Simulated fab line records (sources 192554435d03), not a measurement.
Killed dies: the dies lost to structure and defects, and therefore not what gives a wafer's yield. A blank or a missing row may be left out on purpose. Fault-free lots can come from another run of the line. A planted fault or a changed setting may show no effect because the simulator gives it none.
Matching of chambers | flow n5 finfet | N5_BEOL_M5_CO_CAP_78 on cvd co-01: 3 sister chambers
The step material Co, precursor CCTBA/H2, target thk 2 nm, time 102.1 s. 20 wafers are shown with their chamber, then 10 later ones without.

WAFERS, EACH WITH ITS CHAMBER
wafer  | chamber | heater power w (W) | chamber pressure Torr (Torr)
L076.1 | 1       | 275                | 30.02
L076.3 | 2       | 254                | 30.08
L076.6 | 2       | 246                | 30.06
L077.1 | 0       | 245                | 29.89
L077.3 | 2       | 242                | 30.02
L077.6 | 2       | 249                | 30.05
L075.2 | 2       | 255                | 29.92
L075.4 | 1       | 272                | 29.90
L075.6 | 2       | 243                | 29.97
L079.3 | 1       | 271                | 30.11
L079.4 | 1       | 273                | 30.08
L079.6 | 2       | 246                | 29.90
L084.1 | 0       | 242                | 30.00
L084.2 | 1       | 273                | 29.87
L084.6 | 1       | 276                | 30.02
L088.2 | 0       | 248                | 30.13
L088.3 | 1       | 265                | 30.03
L088.5 | 2       | 253                | 30.05
L094.1 | 0       | 244                | 30.03
L094.2 | 2       | 239                | 29.84

SIGNATURES (averages over the wafers above)
reading               | chamber 0 | chamber 1 | chamber 2 | scatter within a chamber
heater power w        | 244.75    | 272.14    | 247.44    | 4.56
chamber pressure Torr | 30.0125   | 30.0043   | 29.9878   | 0.0885
Rule: a wafer lies at a distance from a chamber equal to the root of the sum of squares, over the readings, of (its reading less the chamber's mean, divided by the reading's scatter). If the next closest chamber is less than 2 further off than the closest, the wafer can't be placed; otherwise it belongs to the closest. The scatter is the square root of a quotient: the sum, over the shown wafers, of each reading's squared deviation from its chamber's mean, divided by wafers minus chambers.

WAFERS WITHOUT THEIR CHAMBER
wafer  | heater power w (W) | chamber pressure Torr (Torr)
L094.5 | 244                | 30.14
L095.2 | 273                | 30.13
L095.3 | 244                | 30.19
L095.4 | 251                | 30.03
L097.2 | 240                | 30.01
L097.4 | 251                | 30.08
L097.5 | 248                | 29.93
L096.2 | 244                | 30.01
L096.3 | 236                | 30.01
L096.4 | 250                | 29.97

WHICH CHAMBER EACH WENT THROUGH
wafer  | from the rows above     | in truth
L094.5 | can't be placed: 0 or 2 | 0
L095.2 | 1                       | 1
L095.3 | can't be placed: 0 or 2 | 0
L095.4 | can't be placed: 2 or 0 | 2
L097.2 | can't be placed: 0 or 2 | 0
L097.4 | can't be placed: 2 or 0 | 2
L097.5 | can't be placed: 2 or 0 | 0
L096.2 | can't be placed: 0 or 2 | 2
L096.3 | can't be placed: 0 or 2 | 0
L096.4 | can't be placed: 2 or 0 | 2
1 of 10 placed correctly. These rows do not allow placing 9 (true chamber among the candidates in 9). Placed wrongly: 0.
